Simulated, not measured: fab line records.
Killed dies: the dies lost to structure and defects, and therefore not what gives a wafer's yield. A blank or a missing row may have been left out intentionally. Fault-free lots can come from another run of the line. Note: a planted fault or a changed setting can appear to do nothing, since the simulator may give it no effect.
Lot-split experiment | flow n5-finfet | 39 wafers read across 7 lots, on a route 1938 steps long

## THE SPLIT ITSELF
At N5_BEOL_M3_TRENCH_ETCH_37 (etches SiOC in C4F6/O2, target depth 55.555 nm, time 29.2 s), the setting target-depth-a was moved away from the recipe's 555.55 angstrom on 15 of the 39 wafers read, by -42.9% to +56.2%. This setting was run at the recipe's value on the other wafers.

## FROM THE SPLIT TO THE READING: what the file shows between them, 2 steps
- N5_BEOL_M3_ETCH_41: etches SiCN in CH3F/O2, target depth 29.9 nm, time 52.5 s
- N5_BEOL_M3_STRIP_97: strips in N2/H2, time 10 s

## THE READING
trench-depth-nm, in nm, at N5_BEOL_M3_OCD_MEAS_38. Typical for fault-free wafers on this fab line: 55.5 nm, with standard deviation 0.86 nm.

wafer  | tool, chamber at the split | target-depth-a as run, angstrom | against the recipe | trench-depth-nm, nm | against lot-mates on the recipe
L078.1 | rie-diel-03, 0             | 867.5                           | +56.2%             | 87.7                | +31.5
L078.2 | rie-diel-03, 3             | 867.5                           | +56.2%             | 85.1                | +28.9
L078.3 | rie-diel-03, 2             | 867.5                           | +56.2%             | 87.2                | +31.0
L078.4 | rie-diel-03, 1             | 555.55                          | recipe             | 57.8                | -
L078.5 | rie-diel-03, 3             | 555.55                          | recipe             | 54.6                | -
L078.6 | rie-diel-03, 2             | 555.55                          | recipe             | 56.3                | -
L081.1 | rie-diel-01, 2             | 555.55                          | recipe             | 55.8                | -
L081.2 | rie-diel-01, 3             | 555.55                          | recipe             | 56.3                | -
L081.3 | rie-diel-01, 0             | 555.55                          | recipe             | 56.0                | -
L081.4 | rie-diel-01, 1             | 317                             | -42.9%             | 31.5                | -24.5
L081.5 | rie-diel-01, 3             | 317                             | -42.9%             | 32.0                | -24.0
L081.6 | rie-diel-01, 0             | 317                             | -42.9%             | 32.1                | -23.9
L083.1 | rie-diel-01, 1             | 555.55                          | recipe             | 54.1                | -
L083.2 | rie-diel-01, 0             | 555.55                          | recipe             | 55.7                | -
L083.3 | rie-diel-01, 2             | 555.55                          | recipe             | 55.6                | -
L083.4 | rie-diel-01, 3             | 555.55                          | recipe             | 55.2                | -
L083.5 | rie-diel-01, 1             | 555.55                          | recipe             | 54.7                | -
L083.6 | rie-diel-01, 0             | 555.55                          | recipe             | 55.8                | -
L086.1 | rie-diel-02, 2             | 555.55                          | recipe             | 55.7                | -
L086.2 | rie-diel-02, 0             | 751.7                           | +35.3%             | 74.4                | +19.8
L086.3 | rie-diel-02, 1             | 555.55                          | recipe             | 54.2                | -
L086.4 | rie-diel-02, 3             | 751.7                           | +35.3%             | 76.4                | +21.8
L086.5 | rie-diel-02, 2             | 751.7                           | +35.3%             | 75.3                | +20.7
L086.6 | rie-diel-02, 1             | 555.55                          | recipe             | 53.8                | -
L091.1 | rie-diel-01, 2             | 555.55                          | recipe             | 55.6                | -
L091.4 | rie-diel-01, 1             | 555.55                          | recipe             | 54.4                | -
L091.6 | rie-diel-01, 3             | 555.55                          | recipe             | 55.9                | -
L092.1 | rie-diel-01, 0             | 555.55                          | recipe             | 55.9                | -
L092.2 | rie-diel-01, 2             | 555.55                          | recipe             | 56.3                | -
L092.3 | rie-diel-01, 1             | 766.8                           | +38.0%             | 77.0                | +20.7
L092.4 | rie-diel-01, 3             | 555.55                          | recipe             | 56.6                | -
L092.5 | rie-diel-01, 2             | 766.8                           | +38.0%             | 78.2                | +21.9
L092.6 | rie-diel-01, 1             | 766.8                           | +38.0%             | 76.5                | +20.2
L096.1 | rie-diel-01, 0             | 849.2                           | +52.9%             | 84.5                | +29.5
L096.2 | rie-diel-01, 1             | 555.55                          | recipe             | 54.7                | -
L096.3 | rie-diel-01, 2             | 849.2                           | +52.9%             | 84.7                | +29.7
L096.4 | rie-diel-01, 2             | 555.55                          | recipe             | 55.3                | -
L096.5 | rie-diel-01, 0             | 555.55                          | recipe             | 54.9                | -
L096.6 | rie-diel-01, 1             | 849.2                           | +52.9%             | 83.0                | +28.0

FIT RESULTS
A straight line over all 39 wafers: trench-depth-nm changes by +0.553 nm for each +1% of target-depth-a; r = +1.00; the points scatter about the line by 0.93 nm.
The same after taking each lot's own level away (the mean of its wafers on the recipe; 39 wafers): +0.555 nm for each +1%; r = +1.00; scatter 0.85 nm.
That fit puts the effect of the largest move of target-depth-a on the reading at 31 nm.
Measured against the standard deviation above, the lots' own levels, which go from 54.57 to 56.27 nm, span 2.0 times it.
So the lot-to-lot level changes the slope little: the two slopes agree.
Check: +31.1 nm against its lot-mates is what the line predicts for one of the wafers moved furthest among these (+56.2%) when that wafer is left out of the fit. It came out at +31.5 nm against them.

## THESE WAFERS: OTHER SPLITS
Note: prior to the reading, these wafers also went through further splits. Each is held against what the fit with the lots' levels taken away leaves over:
other split on the same wafers                  | wafers away from the commonest value | r with trench-depth-nm (lot level and that fit taken away)
N5_MOL_CONTACT_COAG_VIA_ETCH_117 target-depth-a | 18                                   | +0.01

## THE WHOLE CHAIN: every reading that the file lists as answering this split, in the file's order
step                      | what it does                                                | reading                                                                          | change (the file's fit)                | r (the file's)
N5_BEOL_M3_TRENCH_ETCH_37 | etches SiOC in C4F6/O2, target depth 55.555 nm, time 29.2 s | BEOL_M3.feature-depth-nm (the simulator's own value, which no gauge read)        | +0.555 nm for each +1% of the setting  | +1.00
N5_BEOL_M3_TRENCH_ETCH_37 | etches SiOC in C4F6/O2, target depth 55.555 nm, time 29.2 s | etch.depth-nm (the simulator's own value, which no gauge read)                   | +0.554 nm for each +1% of the setting  | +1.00
N5_BEOL_M3_TRENCH_ETCH_37 | etches SiOC in C4F6/O2, target depth 55.555 nm, time 29.2 s | TiN_of_BEOL_M3_HM_DEP_02.thk-nm (the simulator's own value, which no gauge read) | -0.0236 nm for each +1% of the setting | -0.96
N5_BEOL_M3_OCD_MEAS_38    |                                                             | trench-depth-nm                                                                  | +0.554 nm for each +1% of the setting  | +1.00

## FILE'S OWN FIT
trench-depth-nm changes by +0.554 nm for each +1% of target-depth-a, r = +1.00.
